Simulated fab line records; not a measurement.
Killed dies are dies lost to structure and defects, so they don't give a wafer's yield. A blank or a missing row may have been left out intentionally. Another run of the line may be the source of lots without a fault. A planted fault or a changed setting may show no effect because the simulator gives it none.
Chamber matching ; flow nand_harc ; NHARC_A_CONTACT_ETCH_48 on rie_diel-03: 4 sister chambers
The step etches the open film in CF4, target depth 39 nm, time 65 s. 14 wafers are shown with their chamber, then 7 later ones without.

== WAFERS PAIRED WITH THEIR CHAMBERS ==
wafer;chamber;drypump_motor_current_A (A);showerhead_plenum_p_Torr (Torr);oes_product_au (a.u.)
L460.1;3;5.2;1.64;1.012
L460.2;2;5.7;1.87;0.996
L460.3;1;6.3;1.66;1.003
L462.1;1;6.3;1.66;0.992
L462.3;2;5.7;1.87;0.987
L462.6;0;5.5;1.77;0.991
L464.1;2;5.7;1.87;0.991
L464.2;3;5.3;1.64;1.025
L464.6;1;6.4;1.66;1.001
L463.1;0;5.5;1.77;0.991
L463.3;2;5.7;1.87;0.981
L463.6;1;6.4;1.66;0.991
L466.2;0;5.6;1.77;0.984
L466.3;3;5.2;1.91;1.007

SIGNATURES, as means of the wafers listed above
reading;chamber 0;chamber 1;chamber 2;chamber 3;scatter within a chamber
drypump_motor_current_A;5.533;6.350;5.700;5.233;0.0483
showerhead_plenum_p_Torr;1.7700;1.6600;1.8700;1.7300;0.0697
oes_product_au;0.98867;0.99675;0.98875;1.01467;0.00662
Rule: for each reading, subtract the chamber's mean from the wafer's reading, divide by that reading's scatter and square the result; add these up over the readings and take the root, which gives the wafer's distance from the chamber. If the next closest chamber is less than 2 further off than the closest, the wafer can't be placed; otherwise it belongs to the closest. The scatter is the square root of a quotient: the sum, over the shown wafers, of each reading's squared deviation from its chamber's mean, divided by wafers minus chambers.

== WAFERS WHOSE CHAMBER IS MISSING ==
wafer;drypump_motor_current_A (A);showerhead_plenum_p_Torr (Torr);oes_product_au (a.u.)
L466.4;5.7;1.87;0.986
L465.1;6.4;1.66;0.984
L465.3;5.7;1.87;0.999
L465.4;5.3;1.91;1.005
L469.2;5.7;1.86;0.997
L469.3;6.4;1.66;0.983
L469.4;5.3;1.91;1.001

== WHICH CHAMBER EACH WENT THROUGH ==
wafer;from the rows above;in truth
L466.4;2;2
L465.1;1;1
L465.3;2;2
L465.4;3;3
L469.2;2;2
L469.3;1;1
L469.4;can't be placed: 3 or 0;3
Placed correctly: 6 of 7. Not placeable from these rows: 1 (in 1, the candidates include the true chamber). Wrongly placed: 0.
